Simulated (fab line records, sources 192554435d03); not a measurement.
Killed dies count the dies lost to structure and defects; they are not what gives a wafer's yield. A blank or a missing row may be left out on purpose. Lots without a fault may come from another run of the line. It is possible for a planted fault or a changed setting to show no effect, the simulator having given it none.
Chamber matching    flow n5-finfet    ald-sin-04 running N5_SPACER0_ALD_08: 4 sister chambers
The step deposits SiNx, target thk 2 nm. 8 wafers are shown with their chamber, then 7 later ones without.

== WAFERS, EACH WITH ITS CHAMBER ==
wafer   chamber  heater-power-w (W)
L075.1  1        815
L076.5  1        800
L078.2  2        917
L079.2  2        945
L079.3  3        957
L079.6  0        1011
L084.2  3        907
L084.3  0        1058

== WAFERS WHOSE CHAMBER IS MISSING ==
wafer   heater-power-w (W)
L084.4  933
L092.2  941
L092.4  1035
L092.6  936
L093.2  1053
L093.3  807
L093.5  1039

== CHAMBER TAKEN BY EACH ==
wafer   from the rows above      in truth
L084.4  can't be placed: 3 or 2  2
L092.2  can't be placed: 3 or 2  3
L092.4  0                        0
L092.6  can't be placed: 3 or 2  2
L093.2  0                        0
L093.3  1                        1
L093.5  0                        0
Correctly placed: 4 of 7. From these rows, 3 cannot be placed; in 3 the true chamber is one of the candidates. Wrongly placed: 0.
How it was worked out, from the rows above alone: a wafer's distance from a chamber is the root of the sum, over the readings, of the square of ((its reading less the chamber's mean) divided by the reading's scatter). The wafer belongs to the nearest chamber; if the next one is less than 2 further off, it can't be placed. Each chamber's mean is taken over the wafers shown for it. The scatter is the square root of a quotient: the sum, over the shown wafers, of each reading's squared deviation from its chamber's mean, divided by wafers minus chambers.
